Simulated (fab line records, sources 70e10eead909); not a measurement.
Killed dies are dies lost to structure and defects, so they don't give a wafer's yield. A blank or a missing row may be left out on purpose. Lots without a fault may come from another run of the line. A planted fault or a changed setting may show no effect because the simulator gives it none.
Which tool did it? | flow nand_harc | 14 lots, 39 wafers sampled, at 6 steps of a route of 1302

WHAT THE GAUGES READ, wafer by wafer
NHARC_A_ONON_D2_THK_MEAS_08: measures by ellipsometry.
lot  | measured     | on            | thk_nm (nm)
L349 | day 12 18:23 | film_metro-02 | 1027 1027 1030
L347 | day 13 05:08 | film_metro-02 | 989 990 991
L350 | day 13 15:26 | film_metro-01 | 995 995 994
L351 | day 13 15:29 | film_metro-02 | 973 971 972
L353 | day 14 17:05 | film_metro-01 | 1004 1005 1006
L355 | day 16 01:26 | film_metro-01 | 1019 1018 1018
L356 | day 16 02:14 | film_metro-01 | 1008 1008 1010
L357 | day 16 02:22 | film_metro-01 | 1004 1004 1001
L359 | day 17 10:37 | film_metro-02 | 1006 1007 1004
L363 | day 19 08:30 | film_metro-01 | 988 988
L365 | day 19 13:13 | film_metro-01 | 989 988
L366 | day 20 03:01 | film_metro-02 | 983 983
L369 | day 21 17:38 | film_metro-02 | 1015 1015 1014
L370 | day 21 23:11 | film_metro-01 | 1006 1006 1005

NHARC_A_ONON_D2_THK_MEAS_18: measures by ellipsometry.
lot  | measured     | on            | thk_nm (nm)
L349 | day 13 02:55 | film_metro-02 | 1009 1008 1006
L347 | day 13 14:19 | film_metro-02 | 1003 1004 1003
L350 | day 14 00:30 | film_metro-01 | 1004 1004 1003
L351 | day 14 00:29 | film_metro-02 | 1002 1002 1001
L353 | day 15 01:32 | film_metro-02 | 979 976 978
L355 | day 16 09:54 | film_metro-02 | 1018 1018 1015
L356 | day 16 10:16 | film_metro-02 | 989 990 991
L357 | day 16 09:56 | film_metro-02 | 985 985 984
L359 | day 17 19:31 | film_metro-02 | 996 996 996
L363 | day 19 16:33 | film_metro-02 | 1125 994
L365 | day 19 22:04 | film_metro-02 | 1134 1005
L366 | day 20 11:32 | film_metro-02 | 1001 1129
L369 | day 22 02:38 | film_metro-01 | 1004 1006 1005
L370 | day 22 09:58 | film_metro-02 | 1001 999 1000

NHARC_END_SORT_01.
lot  | measured     | on        | killed_at_array | killed_at_other | killed_at_periphery | killed_dies | killed_open | killed_short
L363 | day 31 10:02 | prober-02 | 676 47          | 1 0             | 0 4                 | 677 51      | 2 2         | 3 2
L365 | day 31 09:58 | prober-01 | 668 47          | 1 0             | 8 2                 | 677 49      | 5 4         | 3 1
L366 | day 31 20:23 | prober-01 | 49 673          | 0 1             | 0 3                 | 49 677      | 4 3         | 0 3

WHICH TOOL RAN EACH LOT (tool, then ch and the chambers of the sampled wafers, then the start)
lot  | NHARC_A_CHANNEL_FILL_D1_ALD_15                 | NHARC_A_CHANNEL_FILL_D1_CMP_10 | NHARC_A_ONON_D2_DEP_16
L349 | ald_sin_batch-01 ch 0, day 11 05:37 or earlier | cmp-01 ch 2,3, day 11 05:37    | pecvd_onon-03 ch 0, day 13 02:24
L347 | ald_sin_batch-02 ch 0, day 11 13:23 or earlier | cmp-03 ch 1,2,3, day 11 13:23  | pecvd_onon-01 ch 0, day 13 13:55
L350 | ald_sin_batch-01 ch 0, day 12 01:47 or earlier | cmp-01 ch 0,3, day 12 01:47    | pecvd_onon-03 ch 0, day 14 00:02
L351 | ald_sin_batch-03 ch 0, day 12 07:30 or earlier | cmp-04 ch 0,1,2, day 12 07:30  | pecvd_onon-01 ch 0, day 13 23:59
L353 | ald_sin_batch-02 ch 0, day 13 03:58 or earlier | cmp-03 ch 0,2,3, day 13 03:58  | pecvd_onon-03 ch 0, day 15 01:01
L355 | ald_sin_batch-03 ch 0, day 14 07:53 or earlier | cmp-01 ch 1,2,3, day 14 07:53  | pecvd_onon-03 ch 0, day 16 09:24
L356 | ald_sin_batch-03 ch 0, day 14 13:17 or earlier | cmp-03 ch 1,2,3, day 14 13:17  | pecvd_onon-01 ch 0, day 16 09:46
L357 | ald_sin_batch-03 ch 0, day 14 13:17 or earlier | cmp-04 ch 0,1,2, day 14 13:17  | pecvd_onon-04 ch 0, day 16 09:25
L359 | ald_sin_batch-02 ch 0, day 15 20:08 or earlier | cmp-04 ch 0,2,3, day 15 20:08  | pecvd_onon-03 ch 0, day 17 19:00
L363 | ald_sin_batch-02 ch 0, day 15 21:17            | cmp-01 ch 2,3, day 17 11:01    | pecvd_onon-03 ch 0, day 19 16:10
L365 | ald_sin_batch-01 ch 0, day 18 02:59 or earlier | cmp-03 ch 1,2, day 18 02:59    | pecvd_onon-03 ch 0, day 19 21:41
L366 | ald_sin_batch-02 ch 0, day 18 15:32 or earlier | cmp-03 ch 0, day 18 15:32      | pecvd_onon-03 ch 0, day 20 11:05
L369 | ald_sin_batch-03 ch 0, day 20 04:40 or earlier | cmp-03 ch 1,3, day 20 04:40    | pecvd_onon-01 ch 0, day 22 02:08
L370 | ald_sin_batch-02 ch 0, day 20 09:28 or earlier | cmp-04 ch 1,2,3, day 20 09:28  | pecvd_onon-01 ch 0, day 22 09:28
- NHARC_A_CHANNEL_FILL_D1_ALD_15: deposits SiNx, target thk 2 nm, pulse time 60 s, ald cycles 19.
- NHARC_A_CHANNEL_FILL_D1_CMP_10: polishes, target thk 150 nm.
- NHARC_A_ONON_D2_DEP_16: target thk 1000 nm.

WHAT THE TOOLS THEMSELVES READ (means of the sampled wafers that have a number; where no wafer has one, the mark that the record gives instead)
NHARC_A_CHANNEL_FILL_D1_ALD_15.
lot  | tool             | precursor_pulse_height_rel
L349 | ald_sin_batch-01 | 1.003
L347 | ald_sin_batch-02 | 0.989
L350 | ald_sin_batch-01 | 0.994
L351 | ald_sin_batch-03 | 0.995
L353 | ald_sin_batch-02 | 0.968
L355 | ald_sin_batch-03 | 1.019
L356 | ald_sin_batch-03 | 1.009
L357 | ald_sin_batch-03 | 1.013
L359 | ald_sin_batch-02 | 1.018
L363 | ald_sin_batch-02 | 0.984
L365 | ald_sin_batch-01 | 0.972
L366 | ald_sin_batch-02 | 0.990
L369 | ald_sin_batch-03 | 0.985
L370 | ald_sin_batch-02 | 1.011

NHARC_A_CHANNEL_FILL_D1_CMP_10.
lot  | tool   | edge_zone_pressure_frac | motor_current_A (A) | slurry_flow_ml_min | time_to_endpoint_s (s)
L349 | cmp-01 | 0.998                   | 10.8                | 150.3              | 13.1
L347 | cmp-03 | 0.999                   | 11.4                | 150.0              | 17.5
L350 | cmp-01 | 0.994                   | 12.4                | 149.5              | 12.5
L351 | cmp-04 | 1.003                   | 11.6                | 150.0              | 15.4
L353 | cmp-03 | 1.000                   | 12.1                | 150.6              | 17.8
L355 | cmp-01 | 0.999                   | 11.6                | 150.2              | 14.6
L356 | cmp-03 | 0.996                   | 11.5                | 149.8              | 16.2
L357 | cmp-04 | 1.005                   | 11.6                | 150.5              | 15.6
L359 | cmp-04 | 1.001                   | 11.7                | 149.7              | 16.9
L363 | cmp-01 | 0.997                   | 10.9                | 150.6              | 12.4
L365 | cmp-03 | 0.997                   | 11.8                | 149.6              | 15.3
L366 | cmp-03 | 1.000                   | 13.3                | 150.4              | 14.9
L369 | cmp-03 | 1.002                   | 12.2                | 150.3              | 18.6
L370 | cmp-04 | 1.000                   | 11.8                | 150.1              | 12.8

THE ANSWER, worked out from the rows above alone
Rule: what is usual is taken from the lots themselves. Put in order of their means at a reading, lots are off if they are a third of the lots or fewer, leave a main group of 4 or more, and stand apart from it by a gap of 3 or more times the standard deviation of the main group's means; of several such gaps the widest counts. A main group whose means are all the same, to the digits that the tables above print for the reading, isn't used. A lot without any number at a reading at which 4 lots or more have one is off too. The other lots that the step has rows for count as sound. The gauges are gone through in route order, then the tools' own readings, and for those a lot's mean is taken as printed above. The first step at which some lot is off is used, and at that step the reading that is off furthest; a lot without a number counts as furthest.
Off: L363, L365, L366, at NHARC_A_ONON_D2_THK_MEAS_18 (thk_nm). The main group: mean 999 nm, standard deviation 11.
A tool fits if, at a process step before that reading, it ran every lot that is off, and no sound lot after the first of them. The gauges at NHARC_A_ONON_D2_THK_MEAS_18 are tried like those tools. NHARC_A_CHANNEL_FILL_D1_ALD_15 gives no start for some lots, so the hours and the order of its lots are those of NHARC_A_CHANNEL_FILL_D1_CMP_10. One fits: pecvd_onon-03 at NHARC_A_ONON_D2_DEP_16. Its last sound lot is L359 (day 17 19:00), its first lot that is off L363 (day 19 16:10): a fault that began between those two fits.

WHAT THE SIMULATOR HAD PUT IN
Process parameter drift: pecvd_onon-03, from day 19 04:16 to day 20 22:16, at NHARC_A_ONON_D2_DEP_16. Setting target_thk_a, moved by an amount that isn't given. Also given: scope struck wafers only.
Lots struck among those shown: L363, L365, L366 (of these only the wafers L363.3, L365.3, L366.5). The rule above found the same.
